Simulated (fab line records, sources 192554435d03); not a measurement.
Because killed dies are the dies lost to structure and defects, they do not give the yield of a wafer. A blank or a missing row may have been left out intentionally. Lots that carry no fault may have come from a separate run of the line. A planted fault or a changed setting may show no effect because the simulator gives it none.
Lot-split experiment / flow n5 finfet / on a route of 1938 steps: 7 lots, 21 wafers read

## THE SPLIT
At N5_ZERO_LAYER_COAT_05 (resist thk 1000 nm), the setting spin rpm was moved away from the recipe's 1500 rpm on 4 of the 21 wafers read, by -9.9% to +7.6%. All remaining wafers had this setting at the recipe value.

The split's own step is where the reading is taken.

## THE READING
coat_of_ZERO_LAYER_COAT_05.thk nm (the simulator's own value, which no gauge read), in nm, at N5_ZERO_LAYER_COAT_05 (resist thk 1000 nm). There is no usual value for it anywhere in the file. Average 1000.1 nm, standard deviation 1.9 nm, over the 17 wafers here run with the recipe.

wafer=L080.1; tool, chamber at the split=litho track-04, 0; spin rpm as run, rpm=1500; against the recipe=recipe; coat_of_ZERO_LAYER_COAT_05.thk nm, nm=1001; against lot-mates on the recipe=-
wafer=L080.3; tool, chamber at the split=litho track-04, 0; spin rpm as run, rpm=1500; against the recipe=recipe; coat_of_ZERO_LAYER_COAT_05.thk nm, nm=1000; against lot-mates on the recipe=-
wafer=L080.6; tool, chamber at the split=litho track-04, 0; spin rpm as run, rpm=1500; against the recipe=recipe; coat_of_ZERO_LAYER_COAT_05.thk nm, nm=999.1; against lot-mates on the recipe=-
wafer=L081.1; tool, chamber at the split=litho track-04, 0; spin rpm as run, rpm=1614; against the recipe=+7.6%; coat_of_ZERO_LAYER_COAT_05.thk nm, nm=961.5; against lot-mates on the recipe=-36.2
wafer=L081.4; tool, chamber at the split=litho track-04, 0; spin rpm as run, rpm=1500; against the recipe=recipe; coat_of_ZERO_LAYER_COAT_05.thk nm, nm=997.7; against lot-mates on the recipe=-
wafer=L081.6; tool, chamber at the split=litho track-04, 0; spin rpm as run, rpm=1614; against the recipe=+7.6%; coat_of_ZERO_LAYER_COAT_05.thk nm, nm=962.2; against lot-mates on the recipe=-35.5
wafer=L082.2; tool, chamber at the split=litho track-03, 0; spin rpm as run, rpm=1500; against the recipe=recipe; coat_of_ZERO_LAYER_COAT_05.thk nm, nm=999.4; against lot-mates on the recipe=-
wafer=L082.4; tool, chamber at the split=litho track-03, 0; spin rpm as run, rpm=1500; against the recipe=recipe; coat_of_ZERO_LAYER_COAT_05.thk nm, nm=1004; against lot-mates on the recipe=-
wafer=L082.5; tool, chamber at the split=litho track-03, 0; spin rpm as run, rpm=1500; against the recipe=recipe; coat_of_ZERO_LAYER_COAT_05.thk nm, nm=1002; against lot-mates on the recipe=-
wafer=L083.4; tool, chamber at the split=litho track-02, 0; spin rpm as run, rpm=1500; against the recipe=recipe; coat_of_ZERO_LAYER_COAT_05.thk nm, nm=1001; against lot-mates on the recipe=-
wafer=L083.5; tool, chamber at the split=litho track-02, 0; spin rpm as run, rpm=1351; against the recipe=-9.9%; coat_of_ZERO_LAYER_COAT_05.thk nm, nm=1058; against lot-mates on the recipe=+57.0
wafer=L083.6; tool, chamber at the split=litho track-02, 0; spin rpm as run, rpm=1351; against the recipe=-9.9%; coat_of_ZERO_LAYER_COAT_05.thk nm, nm=1060; against lot-mates on the recipe=+59.0
wafer=L089.2; tool, chamber at the split=litho track-03, 0; spin rpm as run, rpm=1500; against the recipe=recipe; coat_of_ZERO_LAYER_COAT_05.thk nm, nm=999.9; against lot-mates on the recipe=-
wafer=L089.3; tool, chamber at the split=litho track-03, 0; spin rpm as run, rpm=1500; against the recipe=recipe; coat_of_ZERO_LAYER_COAT_05.thk nm, nm=1002; against lot-mates on the recipe=-
wafer=L089.4; tool, chamber at the split=litho track-03, 0; spin rpm as run, rpm=1500; against the recipe=recipe; coat_of_ZERO_LAYER_COAT_05.thk nm, nm=999.5; against lot-mates on the recipe=-
wafer=L093.1; tool, chamber at the split=litho track-04, 0; spin rpm as run, rpm=1500; against the recipe=recipe; coat_of_ZERO_LAYER_COAT_05.thk nm, nm=1003; against lot-mates on the recipe=-
wafer=L093.4; tool, chamber at the split=litho track-04, 0; spin rpm as run, rpm=1500; against the recipe=recipe; coat_of_ZERO_LAYER_COAT_05.thk nm, nm=997.4; against lot-mates on the recipe=-
wafer=L093.5; tool, chamber at the split=litho track-04, 0; spin rpm as run, rpm=1500; against the recipe=recipe; coat_of_ZERO_LAYER_COAT_05.thk nm, nm=999.4; against lot-mates on the recipe=-
wafer=L094.2; tool, chamber at the split=litho track-03, 0; spin rpm as run, rpm=1500; against the recipe=recipe; coat_of_ZERO_LAYER_COAT_05.thk nm, nm=999; against lot-mates on the recipe=-
wafer=L094.3; tool, chamber at the split=litho track-03, 0; spin rpm as run, rpm=1500; against the recipe=recipe; coat_of_ZERO_LAYER_COAT_05.thk nm, nm=1001; against lot-mates on the recipe=-
wafer=L094.6; tool, chamber at the split=litho track-03, 0; spin rpm as run, rpm=1500; against the recipe=recipe; coat_of_ZERO_LAYER_COAT_05.thk nm, nm=997.1; against lot-mates on the recipe=-

FIT RESULTS
A straight line over all 21 wafers: coat_of_ZERO_LAYER_COAT_05.thk nm changes by -5.59 nm for each +1% of spin rpm; r = -0.99; the points scatter about the line by 2.4 nm.
The same after taking each lot's own level away (the mean of its wafers on the recipe; 21 wafers): -5.41 nm for each +1%; r = -0.99; scatter 2.5 nm.
That fit puts the effect of the largest move of spin rpm on the reading at 54 nm.
Across the lots, their own levels run from 997.70 to 1001.80 nm, a range of 2.2 times the standard deviation given above.
So the lot-to-lot level changes the slope little: the two slopes agree.
Check: with one of the wafers moved furthest among these (-9.9%) left out of the fit, the line predicts +53.4 nm for it against its lot-mates. It came out at +57 nm against them.

## THE WHOLE CHAIN: every reading that the file lists as answering this split, in the file's order
step=N5_ZERO_LAYER_COAT_05; what it does=resist thk 1000 nm; reading=coat_of_ZERO_LAYER_COAT_05.thk nm (the simulator's own value, which no gauge read); change (the file's fit)=-5.42 nm for each +1% of the setting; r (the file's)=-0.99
step=N5_ZERO_LAYER_STRIP_24; what it does=strips in O2; reading=strip time to endpoint s; change (the file's fit)=withheld for each +1% of the setting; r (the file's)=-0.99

## FILE'S OWN FIT
coat_of_ZERO_LAYER_COAT_05.thk nm changes by -5.42 nm for each +1% of spin rpm, r = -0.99.
